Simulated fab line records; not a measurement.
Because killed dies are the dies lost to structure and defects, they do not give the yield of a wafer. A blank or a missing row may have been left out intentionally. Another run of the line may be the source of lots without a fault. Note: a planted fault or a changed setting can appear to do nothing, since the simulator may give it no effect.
fab line records	flow n5_finfet
[record] lots = 4	wafers = 12	last_day = 18
route steps=1938 shown HKMG_FIN@437 GATE_CUT@465 BEOL_M4@1111 PASSIVATION@1936
lots that met no fault: from a run of the same line without faults
start_h: hours from the record's opening day to when the first of the lot's shown wafers began	wait_h: hours since the lot's step before	" as in the row above	L1.1+2: a single row standing in for several wafers	- no value, or no start given	* or withheld: withheld	< > ~ a bound
route shown NAME@n: a module of which the file shows steps, and the number in the route of the first	usual: the fault-free wafers' mean and standard deviation	same: alike in all rows	chamber/n: place in a boat	sites: readings site by site	_std_site: the standard deviation of these	_edge_site: inner sites' mean taken away from outer sites' mean	radius_mm: how far each site lies from the wafer's centre	mask NAME#n: copy n	behind: the last tool/chamber to shape the wafer	hold: what put the lot on hold/how long, in hours/how the hold closed	device: which transistor (n, p or np) failed to switch	end of line: tests run on the same wafers once the route is complete	a step given without rows: its recipe and nothing more	killed: dies that structure and defects cost at the first sort, which is not the same as the wafer's yield	map: dies across one wafer; x = killed, . = not, _ = none there
set.NAME: the setting as run; set.NAME@STEP: as run at that earlier step	model.NAME: the simulator's own value behind a step, which no gauge read
certain route steps with their lots: each step a table, each wafer a row
services: when a tool's chamber went out of use (start_h, in hours from the record's first day, below 0 if earlier), for how many hours, and the reason
[[steps]]
[step N5_HKMG_FIN_STRIP_34]
[recipe] chemistry = CF4	resist = SiARC	power_w = 300	bias_power_w = 75	pressure_mtorr = 50	cf4_flow_sccm = 150	rf_frequency_hz = 6e+07
[step N5_HKMG_FIN_ETCH_35]
[recipe] chemistry = N2/H2	target = SOC	target_depth_a = 2158	ion_energy_ev = 65	bias_w = 5	source_w = 3000	time_s = 243.4	pressure_mtorr = 30	n2_flow_sccm = 200	h2_flow_sccm = 200
[step N5_HKMG_FIN_STRIP_92]
[recipe] chemistry = N2/H2	material = SOC	time_s = 20	power_w = 500	temp_c = 40	pressure_mtorr = 50	rf_frequency_hz = 6e+07	bias_power_w = 8	h2_frac = 0.5	n2_flow_sccm = 300	h2_flow_sccm = 300
[step N5_HKMG_FIN_WET_ETCH_18]
[recipe] chemistry = SC1	target = TiN	mix = 1:1:5	temp_c = *	time_s = 55	target_depth_nm = 5.2	dry = ipa_marangoni	rinse_time_s = 30	rinse_temp_c = 23
[step N5_HKMG_FIN_STRIP_19]
[recipe] chemistry = N2/H2	power_w = 2500	temp_c = 300	h2_frac = 0.65	time_s = 360	pressure_mtorr = withheld	n2_flow_sccm = 1750	h2_flow_sccm = 3250
[step N5_HKMG_FIN_ALD_91]
[recipe] material = TiN	target_thk_a = 10	temp_c = 400	ald_precursor_family = TiCl4	ald_co_reactant = NH3	pulse_time_s = 1	purge_time_s = 3	co_reactant_purge_time_s = 2	co_reactant_pulse_time_s = 2	ald_cycles = 47	pressure_torr = 3
[step N5_HKMG_FIN_COAT_85]
[recipe] resist = SOC	temp_c = 250	time_s = 60	spin_rpm = 1500	resist_thk_nm = 300
[step N5_HKMG_FIN_ETCH_86]
[recipe] chemistry = N2/H2	target = SOC	target_depth_a = 3932	stop_on = TiN	ion_energy_ev = 100	bias_w = 61	pressure_mtorr = 30	source_w = 850	n2_flow_sccm = 200	h2_flow_sccm = 200
[step N5_HKMG_FIN_STRIP_89]
[recipe] chemistry = N2/H2	material = SOC	time_s = 20	power_w = 500	temp_c = 40	pressure_mtorr = 50	rf_frequency_hz = 6e+07	bias_power_w = 8	h2_frac = 0.5	n2_flow_sccm = 300	h2_flow_sccm = 300
[step N5_HKMG_FIN_WET_ETCH_87]
[recipe] chemistry = SC1	target = TiN	mix = 1:2:40	temp_c = 50	time_s = 154.2	target_depth_nm = 4.7	dry = ipa_marangoni	rinse_time_s = 30	rinse_temp_c = 23
[step N5_HKMG_FIN_STRIP_88]
[recipe] chemistry = N2/H2	power_w = 2500	temp_c = 300	h2_frac = 0.65	time_s = 360	pressure_mtorr = withheld	n2_flow_sccm = 1750	h2_flow_sccm = 3250
[step N5_HKMG_FIN_NWFM_ALD_20]
[recipe] material = TiAlC	target_thk_a = 20	temp_c = 300	ald_precursor_family = TiCl4	ald_co_reactant = TEA	pulse_time_s = 3	purge_time_s = 2	co_reactant_purge_time_s = 2	co_reactant_pulse_time_s = 10	ald_cycles = 7	pressure_torr = 3
[step N5_HKMG_FIN_ALD_71]
[recipe] material = TiN	target_thk_a = 10	temp_c = 400	ald_precursor_family = TiCl4	ald_co_reactant = NH3	pulse_time_s = 1	purge_time_s = 3	co_reactant_purge_time_s = 2	co_reactant_pulse_time_s = 2	ald_cycles = 47	pressure_torr = 3
[usual] ald_cycles = 47/0	chamber_pressure_Torr = 3.000/0.0066	co_reactant_pulse_time_s = 2/0	heater_power_w = 856/70	precursor_pulse_height_rel = 1.000/0.021
lot.wafer	tool	chamber	start_h	wait_h	ald_cycles	chamber_pressure_Torr	co_reactant_pulse_time_s	heater_power_w	precursor_pulse_height_rel
L457.2	ald_metal-02	2	157.32	0.0	-	-	-	-	-
L457.4	"	3	"	"	-	-	-	-	-
L457.5	"	2	"	"	-	-	-	-	-
L458.2	ald_metal-03	0	165.12	0.0	-	-	-	-	-
L458.3	"	1	"	"	-	-	-	-	-
L458.5	"	1	"	"	-	-	-	-	-
L466.2	ald_metal-04	2	218.57	0.0	47	2.999	2	936	1.002
L466.3	"	1	"	"	47	2.991	2	855	0.988
L466.6	"	3	"	"	47	2.994	2	877	1.036
L467.2	ald_metal-02	1	221.89	0.0	47	3.004	2	910	0.969
L467.4	"	0	"	"	47	3.005	2	728	0.967
L467.6	"	2	"	"	47	3.001	2	905	0.984
[step N5_HKMG_FIN_COAT_66]
[recipe] resist = SOC	temp_c = 250	time_s = 60	spin_rpm = 1500	resist_thk_nm = 300
[step N5_HKMG_FIN_ETCH_67]
[recipe] chemistry = N2/H2	target = SOC	target_depth_a = 3889	stop_on = TiN	ion_energy_ev = 100	bias_w = 61	pressure_mtorr = 30	source_w = 850	n2_flow_sccm = 200	h2_flow_sccm = 200
[step N5_HKMG_FIN_STRIP_90]
[recipe] chemistry = N2/H2	material = SOC	time_s = 20	power_w = 500	temp_c = 40	pressure_mtorr = 50	rf_frequency_hz = 6e+07	bias_power_w = 8	h2_frac = 0.5	n2_flow_sccm = 300	h2_flow_sccm = 300
[step N5_HKMG_FIN_WET_ETCH_73]
[recipe] chemistry = SC1	mix = 1:2:40	temp_c = 50	time_s = 42.3	target_depth_nm = 1.3	dry = ipa_marangoni	rinse_time_s = 30	rinse_temp_c = 23
[step N5_HKMG_FIN_ETCHBACK_68]
[recipe] chemistry = Cl2/Ar	stop_on = HfO2	target_depth_a = 5	pressure_mtorr = 10	icp_w = 600	bias_w = 60	Cl2_flow_sccm = 40	Ar_flow_sccm = 60
[step N5_HKMG_FIN_STRIP_69]
[recipe] chemistry = N2/H2	power_w = 2500	temp_c = 300	h2_frac = 0.65	time_s = 360	pressure_mtorr = withheld	n2_flow_sccm = 1750	h2_flow_sccm = 3250
[step N5_HKMG_FIN_ALD_21]
[recipe] material = TiN	target_thk_a = 15	temp_c = 400	ald_precursor_family = TiCl4	ald_co_reactant = NH3	pulse_time_s = 1	purge_time_s = 3	co_reactant_purge_time_s = 2	co_reactant_pulse_time_s = 2	ald_cycles = 68	pressure_torr = 3
[step N5_HKMG_FIN_ALD_72]
[recipe] material = W	target_thk_a = 20	temp_c = 300	pressure_torr = 7.5	ald_precursor_family = WF6	ald_co_reactant = B2H6	pulse_time_s = 1	purge_time_s = 2	co_reactant_purge_time_s = 2	co_reactant_pulse_time_s = 3	ald_cycles = 7
[step N5_HKMG_FIN_W_FILL_22]
[recipe] material = W	target_thk_a = 600	temp_c = 400	pressure_torr = 39.4	time_s = 18.2
[step N5_HKMG_FIN_PRECLEAN_83]
[recipe] chemistry = DIW	time_s = 57.5	temp_c = 23
[step N5_HKMG_FIN_SRD_84]
[recipe] dry_time_s = 32	dry = n2_spin	spin_rpm = 1500
[step N5_HKMG_FIN_CMP_23]
[recipe] stop_on = SiNx	t_overpolish_s = 10	post_cmp_clean = rinse_only	down_force_psi = 4	platen_rpm = 50.289	pad_velocity_m_s = 1.0006	target_thk_nm = 46.326
[step N5_HKMG_FIN_CMP_94]
[recipe] stop_on = SiNx	post_cmp_clean = w_dilute_nh4oh	t_overpolish_s = 4.7	down_force_psi = 4	platen_rpm = 50.289	pad_velocity_m_s = 1.0006	target_thk_nm = 43.299
[step N5_GATE_CUT_ETCHBACK_00]
[recipe] chemistry = SF6/Cl2	target = W	pressure_mtorr = 8	icp_w = 900	bias_w = 80	SF6_flow_sccm = 40	Cl2_flow_sccm = 60
[step N5_GATE_CUT_ETCH_56]
[recipe] chemistry = Cl2/Ar	target = TiN	target_depth_a = 216	pressure_mtorr = 10	icp_w = 600	bias_w = 60	Cl2_flow_sccm = 40	Ar_flow_sccm = 60
[step N5_GATE_CUT_ETCHBACK_30]
[recipe] chemistry = Cl2/Ar	target = TiN	target_depth_a = 30	mode = isotropic	pressure_mtorr = 10	icp_w = 600	bias_w = 60	Cl2_flow_sccm = 40	Ar_flow_sccm = 60
[step N5_GATE_CUT_VAPOR_ETCH_60]
[recipe] chemistry = BCl3/Cl2	target = HfO2	mode = isotropic
[step N5_GATE_CUT_ETCH_58]
[recipe] chemistry = CH3F/O2	target = SiNx	target_depth_a = 170	time_s = 128.6	ion_energy_ev = 50	pressure_mtorr = 30	source_w = 415	bias_w = 21	Ar_flow_sccm = 150	CH3F_flow_sccm = 30	O2_flow_sccm = 20
[step N5_GATE_CUT_STRIP_59]
[recipe] chemistry = N2/H2	time_s = 20	power_w = 100	temp_c = 40	pressure_mtorr = 100	rf_frequency_hz = 6e+07	bias_power_w = 3	n2_flow_sccm = 300	h2_flow_sccm = 300
[step N5_GATE_CUT_PRECLEAN_31]
[recipe] temp_c = 23	chemistry = DIW	time_s = 300
[step N5_GATE_CUT_SRD_32]
[recipe] time_s = 30	temp_c = 23	rinse_liquid = diw	dry = ipa_marangoni
[step N5_GATE_CUT_SAC_CAP_01]
[recipe] material = SiNx	target_thk_a = 240	temp_c = 400	ald_precursor_family = SiH2I2	ald_co_reactant = N2/H2-plasma	pulse_time_s = 1	ald_cycles = 480	purge_time_s = 2	co_reactant_purge_time_s = 2	pressure_torr = 2
[step N5_GATE_CUT_PECVD_57]
[recipe] material = SiNx	target_thk_a = 210	temp_c = 400	precursor = SiH4/NH3/N2	pressure_torr = 1.5	rf_w = 300
[step N5_GATE_CUT_CMP_02]
[recipe] stop_on = SiO2	t_overpolish_s = 12.7	post_cmp_clean = alkaline_brush	down_force_psi = 2.5	platen_rpm = 51.8	pad_velocity_m_s = 1.0307	target_thk_nm = 0
[step N5_GATE_CUT_HM_DEP_46]
[recipe] material = SiO2	target_thk_a = 1300	temp_c = 400	precursor = TEOS/O2	pressure_torr = 6.5	rf_w = 900	teos_flow_sccm = 161.4	gas = O2	flow_sccm = 2650	time_s = 26.6
[step N5_GATE_CUT_COAT_34]
[recipe] resist = SOC	temp_c = 250	time_s = 60	spin_rpm = 1500	resist_thk_nm = 60
[step N5_BEOL_M4_RC_MEAS_101]
[usual] DIBL_N = 35.7/1.3	DIBL_P = 35.4/1.8	IOFF_N = 0.152/0.027	IOFF_N_85C = 3.0/0.44	IOFF_N_LIN = 0.071/0.01	IOFF_N_LONG = 5.5e-05/3.5e-06	IOFF_P = 0.20/0.034	IOFF_P_85C = 3.5/0.49	IOFF_P_LIN = 0.097/0.013	IOFF_P_LONG = 0.000104/1e-05	ION_N = 672/9.8	ION_P = 461/7.5	SS_N = 71.4/0.55	SS_P = 73.1/0.61	VT_N = 251/3.3	VT_N_LONG = 275.3/2.4	VT_N_LVT = 100/3.2	VT_P = -251/3.6	VT_P_LONG = -276/3.4	VT_P_LVT = -100/3.2
lot.wafer	tool	chamber	start_h	wait_h	DIBL_N[mV/V]	DIBL_P[mV/V]	IOFF_N[nA/um]	IOFF_N_85C[nA/um]	IOFF_N_LIN[nA/um]	IOFF_N_LONG[nA/um]	IOFF_P[nA/um]	IOFF_P_85C[nA/um]	IOFF_P_LIN[nA/um]	IOFF_P_LONG[nA/um]	ION_N[uA/um]	ION_P[uA/um]	SS_N[mV/dec]	SS_P[mV/dec]	VT_N[mV]	VT_N_LONG[mV]	VT_N_LVT[mV]	VT_P[mV]	VT_P_LONG[mV]	VT_P_LVT[mV]
L457.2	prober-02	0	241.49	0.4	35.9	35.9	0.025	0.7	0.012	2.2e-05	0.30	4.9	0.142	0.00014	559	473	71.2	73.2	301	329.4	155	-239	-265	-92
L457.4	"	0	"	"	37.2	36.9	0.029	0.8	0.013	2.3e-05	0.33	5.2	0.149	0.000139	567	474	72.1	73.0	298	329.0	152	-240	-261	-91
L457.5	"	0	"	"	34.6	33.9	0.023	0.6	0.011	2.3e-05	0.27	4.4	0.130	0.000141	554	473	71.0	72.2	303	325.0	157	-243	-262	-95
L458.2	prober-01	0	260.74	0.2	36.5	36.6	0.031	0.8	0.014	2.5e-05	0.36	5.6	0.164	0.00016	566	482	72.3	72.7	298	324.2	147	-237	-261	-87
L458.3	"	0	"	"	34.8	33.9	0.024	0.6	0.011	2.6e-05	0.28	4.6	0.139	0.000158	552	476	72.4	72.2	300	324.4	153	-240	-262	-90
L458.5	"	0	"	"	38.1	38.5	0.035	0.9	0.015	2.5e-05	0.40	6.3	0.179	0.000157	568	478	72.1	74.1	298	323.2	148	-235	-259	-86
L466.2	prober-01	0	308.32	0.2	36.9	37.5	0.164	3.2	0.075	5.2e-05	0.22	3.8	0.099	9.6e-05	682	465	71.1	73.7	249	274.8	100	-254	-277	-100
L466.3	"	0	"	"	35.3	35.2	0.132	2.6	0.063	5.3e-05	0.17	3.2	0.087	0.0001	670	456	70.9	73.0	252	275.0	101	-253	-278	-101
L466.6	"	0	"	"	36.3	36.8	0.148	2.9	0.068	5.2e-05	0.20	3.5	0.094	0.0001	674	459	71.1	73.7	252	278.8	100	-251	-277	-101
L467.2	prober-02	0	318.63	0.2	33.7	33.3	0.112	2.3	0.056	5.4e-05	0.18	3.3	0.094	0.00011	669	470	70.2	72.8	255	275.9	104	-250	-272	-99
L467.4	"	0	"	"	32.7	31.1	0.097	2.1	0.050	5.5e-05	0.15	2.8	0.082	0.000108	661	459	71.1	72.6	258	275.4	106	-252	-274	-102
L467.6	"	0	"	"	32.1	30.5	0.093	2.0	0.047	5.4e-05	0.16	2.8	0.083	0.00011	651	457	70.2	72.6	257	275.8	107	-253	-273	-102
[step N5_PASSIVATION_PROBE_49]
[usual] defect_limited_yield = 91.5/1.3	killed_at_M0_to_M3 = 33/11	killed_at_M4_up = 14/5.3	killed_at_contacts = 11/6.3	killed_at_front_end = 38/10	killed_at_other = 3.7/2.8	killed_dies = 101/16	killed_open = 67/12	killed_short = 32/7.4	sort_bin_4_leakage = 0/0	sort_bin_5_function = 5.0/0.86	sort_bin_6_memory = 3.2/0.69	sort_bin_8_speed = 0.00/0.007	sort_n_pass = 1079/16	sort_yield_pct = 91.5/1.3
[same] gross_dies = 1180	killed_at_back_side = 0
lot.wafer	tool	chamber	start_h	wait_h	defect_limited_yield[%]	killed_at_M0_to_M3	killed_at_M4_up	killed_at_contacts	killed_at_front_end	killed_at_other	killed_dies	killed_open	killed_short	sort_bin_4_leakage[%]	sort_bin_5_function[%]	sort_bin_6_memory[%]	sort_bin_8_speed[%]	sort_n_pass	sort_yield_pct[%]
L457.2	prober-02	-	350.50	0.1	91.4	30	12	5	50	5	102	67	35	0	5.3	3.0	91.36	0	0
L457.4	prober-02	-	350.60	0.2	92.3	32	17	9	32	1	91	51	40	0	3.9	3.1	92.29	0	0
L457.5	prober-02	-	350.65	0.2	93.1	37	13	5	27	0	82	47	35	0	4.0	2.6	93.05	0	0
L458.2	prober-01	-	365.00	0.1	92.1	31	15	10	32	5	93	67	24	0	5.1	2.7	92.12	0	0
L458.3	prober-01	-	365.05	0.1	91.8	37	8	15	33	4	97	70	25	0	4.5	3.5	91.78	0	0
L458.5	prober-01	-	365.15	0.2	90.6	39	23	5	38	6	111	69	42	0.25	5.8	3.5	90.34	0	0
L466.2	prober-01	-	408.47	0.1	90.4	39	19	6	45	4	113	81	29	0	5.8	3.6	0	1067	90.4
L466.3	prober-01	-	408.52	0.1	89.2	39	19	7	51	11	127	85	38	0	7.0	3.6	0	1053	89.2
L466.6	prober-01	-	408.67	0.3	92.3	43	10	11	27	0	91	57	33	0	5.1	2.5	0	1089	92.3
L467.2	prober-02	-	422.16	0.1	91.9	31	6	15	39	4	95	68	26	0	4.2	3.5	0	1085	91.9
L467.4	prober-02	-	422.26	0.2	93.6	23	10	12	22	8	75	56	19	0	3.8	2.3	0	1105	93.6
L467.6	prober-02	-	422.36	0.3	91.5	44	10	5	36	5	100	62	36	0	5.3	3.0	0	1080	91.5
// killed by level:class
L457.2 FIN_SAQP:geometric_particle:open=11 DUMMY_GATE:geometric_particle:open=10 BEOL_M1:geometric_particle:open=10 FIN_SAQP:geometric_particle:short=8 BEOL_M0_SAQP:geometric_particle:open=8 BEOL_M4:geometric_particle:open=7 STI_FIN_REVEAL:geometric_particle:open=6 BEOL_M0_SAQP:geometric_particle:short=6
L457.4 FIN_SAQP:geometric_particle:short=15 BEOL_M0_SAQP:geometric_particle:short=10 BEOL_M0_SAQP:geometric_particle:open=9 FIN_SAQP:geometric_particle:open=7 MOL_CONTACT_COAG:geometric_particle:open=7 BEOL_M4:geometric_particle:open=6 BEOL_M3:geometric_particle:open=4 STI_FIN_REVEAL:geometric_particle:open=3
L457.5 BEOL_M0_SAQP:geometric_particle:short=10 BEOL_M1:geometric_particle:open=9 DUMMY_GATE:geometric_particle:open=6 BEOL_M3:geometric_particle:short=5 BEOL_M3:geometric_particle:open=5 FIN_SAQP:geometric_particle:open=4 FIN_SAQP:geometric_particle:short=4 STI_FIN_REVEAL:geometric_particle:open=4
L458.2 MOL_CONTACT_COAG:geometric_particle:open=9 BEOL_M0_SAQP:geometric_particle:open=8 BEOL_M4:geometric_particle:open=8 FIN_SAQP:geometric_particle:open=6 GATE_CUT:geometric_particle:short=6 BEOL_M0_SAQP:geometric_particle:short=6 DUMMY_GATE:geometric_particle:open=5 BEOL_M1:geometric_particle:open=5
L458.3 MOL_CONTACT_COAG:geometric_particle:open=12 BEOL_M1:geometric_particle:open=11 BEOL_M2:geometric_particle:open=10 FIN_SAQP:geometric_particle:open=7 FIN_SAQP:geometric_particle:short=4 DUMMY_GATE:geometric_particle:open=4 BEOL_M0_SAQP:geometric_particle:open=4 BEOL_M3:geometric_particle:open=4
L458.5 BEOL_M0_SAQP:geometric_particle:open=10 BEOL_M0_SAQP:geometric_particle:short=9 GATE_CUT:geometric_particle:short=9 BEOL_M4:geometric_particle:open=9 BEOL_M1:geometric_particle:open=7 FIN_SAQP:geometric_particle:short=6 DUMMY_GATE:geometric_particle:open=5 BEOL_M3:geometric_particle:open=5
L466.2 FIN_SAQP:geometric_particle:open=14 BEOL_M4:geometric_particle:open=12 BEOL_M2:geometric_particle:open=10 BEOL_M0_SAQP:geometric_particle:open=10 DUMMY_GATE:geometric_particle:open=8 BEOL_M3:geometric_particle:open=7 BEOL_M0_SAQP:geometric_particle:short=6 FIN_SAQP:geometric_particle:short=5
L466.3 FIN_SAQP:geometric_particle:open=20 BEOL_M2:geometric_particle:open=12 BEOL_M0_SAQP:geometric_particle:short=10 BEOL_M0_SAQP:geometric_particle:open=7 MOL_CONTACT_COAG:geometric_particle:open=6 STI_FIN_REVEAL:geometric_particle:open=5 GATE_CUT:geometric_particle:open=5 BEOL_M4:geometric_particle:open=5
L466.6 BEOL_M0_SAQP:geometric_particle:short=11 MOL_CONTACT_COAG:geometric_particle:open=9 BEOL_M0_SAQP:geometric_particle:open=8 BEOL_M3:geometric_particle:open=8 FIN_SAQP:geometric_particle:open=6 FIN_SAQP:geometric_particle:short=5 BEOL_M4:geometric_particle:open=5 BEOL_M3:geometric_particle:short=4
L467.2 MOL_CONTACT_COAG:geometric_particle:open=13 STI_FIN_REVEAL:geometric_particle:open=10 BEOL_M3:geometric_particle:open=9 FIN_SAQP:geometric_particle:open=7 FIN_SAQP:geometric_particle:short=7 BEOL_M2:geometric_particle:open=7 BEOL_M1:geometric_particle:open=5 FIN_CUT:geometric_particle:short=3
L467.4 MOL_CONTACT_COAG:geometric_particle:open=8 BEOL_M1:geometric_particle:open=7 BEOL_M3:geometric_particle:open=7 STI_FIN_REVEAL:geometric_particle:open=6 BEOL_M4:geometric_particle:open=6 DUMMY_GATE:geometric_particle:open=5 MOL_CONTACT_COAG:geometric_particle:short=4 BEOL_M2:geometric_particle:open=4
L467.6 BEOL_M3:geometric_particle:open=15 FIN_SAQP:geometric_particle:short=9 STI_FIN_REVEAL:geometric_particle:open=9 BEOL_M0_SAQP:geometric_particle:short=8 BEOL_M0_SAQP:geometric_particle:open=7 BEOL_M2:geometric_particle:open=6 GATE_CUT:geometric_particle:short=6 FIN_SAQP:geometric_particle:open=5
// map L457.2 (x killed, . not)
_________________.x..........________________
______________.........x........_____________
___________.xx............x......x.__________
__________..................x...x..._________
________...................x...x......_______
_______.x......xx.........x..xxx.......______
______......x.........x................._____
_____......x......x...........x....x....x____
____..........x........x............x.....___
___.........x..x..x........................__
___.x.......x..........x....x.....x.x.x....__
__.......x......................x.........x._
__...................................x......_
_....x..x.........xx.x................x......
_.....x..........x......x...........x........
_x..........................x...x............
_.............x.x...........x....x.....x...x.
_.................x.....x....x.x...x.........
_..................xx........................
_.x...x.............x.....x......x...........
_......x................x......x.............
__.....................................x...._
__.....x....x.......x.....................x._
___...................x....................__
___....................x..x................__
____..............x....x.....x............___
_____.................x...........x......____
______......x.........x...xx............_____
_______................x...............______
________......xx.x...............x...x_______
__________...........x........x....._________
___________...........x....x.......__________
______________.................._____________
_________________............________________
// map L458.5 (x killed, . not)
_________________............________________
______________....x............._____________
___________x....x.x......x......x..__________
__________..xx.........x............_________
________................x.....x..x...._______
_______x....................x...x.....x______
______..x..x...........x.......x........_____
_____........x.x.....x.........xx........____
____.....x..........x...........x.x.......___
___.x..............x...x........x..........__
___x.....x................x..............x.__
__...x................x....................._
__.....x........x.......x................x.._
_....x.........x.................x.......x...
_........x..................x.x..............
_x.x.......x......................x.xx.......
_..........x...............................x.
_..........x.x...................x....x......
_......................x.....x............x..
_......................x...........x.....x...
_.....x.......x....x...x...x.................
__......x.x..........x.................x...._
__.........x...x........x.........x..x...x.._
___x...........................x...........__
___...x.x....x...........x.x...............__
____.......................x..............___
_____................x...................____
______.....xx............x....x........._____
_______.x...................x.........x______
________..........x..........xx...x.x._______
__________...x....x................._________
___________x.....x..x..............__________
______________.................._____________
_________________.x........x.________________
[[services]]
tool	chamber	start_h	hours	kind
ald_metal-03	3	188.01	4.7	repair
ald_metal-02	-	211.10	0.3	repair
ald_metal-02	3	220.56	8.6	repair
[[key]]
[first_sign] step = N5_HKMG_FIN_ALD_71	reading = tool_record	direction = missing
[effect] step = N5_BEOL_M4_RC_MEAS_101	reading = VT_N_LONG	direction = up	sigmas = 21	usual = 275.3	struck = 325.9
[effect] step = N5_BEOL_M4_RC_MEAS_101	reading = VT_N_LVT	direction = up	sigmas = 16	usual = 100	struck = 152
[effect] step = N5_BEOL_M4_RC_MEAS_101	reading = VT_N	direction = up	sigmas = 15	usual = 251	struck = 300
[effect] step = N5_BEOL_M4_RC_MEAS_101	reading = ION_N	direction = down	sigmas = 11	usual = 672	struck = 561
[effect] step = N5_BEOL_M4_RC_MEAS_101	reading = IOFF_N_LONG	direction = down	sigmas = 8.9	usual = 5.5e-05	struck = 2.4e-05
[effect] step = N5_BEOL_M4_RC_MEAS_101	reading = IOFF_N_LIN	direction = down	sigmas = 5.6	usual = 0.071	struck = 0.013
[effect] step = N5_BEOL_M4_RC_MEAS_101	reading = IOFF_N_85C	direction = down	sigmas = 5.1	usual = 3.0	struck = 0.7
[effect] step = N5_BEOL_M4_RC_MEAS_101	reading = IOFF_N	direction = down	sigmas = 4.7	usual = 0.152	struck = 0.028
[effect] step = N5_BEOL_M4_RC_MEAS_101	reading = IOFF_P_LONG	direction = up	sigmas = 4.5	usual = 0.000104	struck = 0.000149
[effect] step = N5_BEOL_M4_RC_MEAS_101	reading = VT_P_LONG	direction = up	sigmas = 4.1	usual = -276	struck = -262
[effect] step = N5_BEOL_M4_RC_MEAS_101	reading = IOFF_P_LIN	direction = up	sigmas = 4.1	usual = 0.097	struck = 0.151
[effect] step = N5_BEOL_M4_RC_MEAS_101	reading = IOFF_P	direction = up	sigmas = 3.6	usual = 0.20	struck = 0.32
[effect] step = N5_PASSIVATION_PROBE_49	reading = sort_bin_8_speed	direction = up	sigmas = 99+	usual = 0.00	struck = 91.82
met_at N5_HKMG_FIN_ALD_71
struck_wafers L457.2,L457.4,L457.5,L458.2,L458.3,L458.5
[fault] kind = skipped_step_whole	tool = ald_metal-02,ald_metal-03	chamber = -	onset_h = 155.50	steps = N5_HKMG_FIN_ALD_71	scope = struck_lots_only
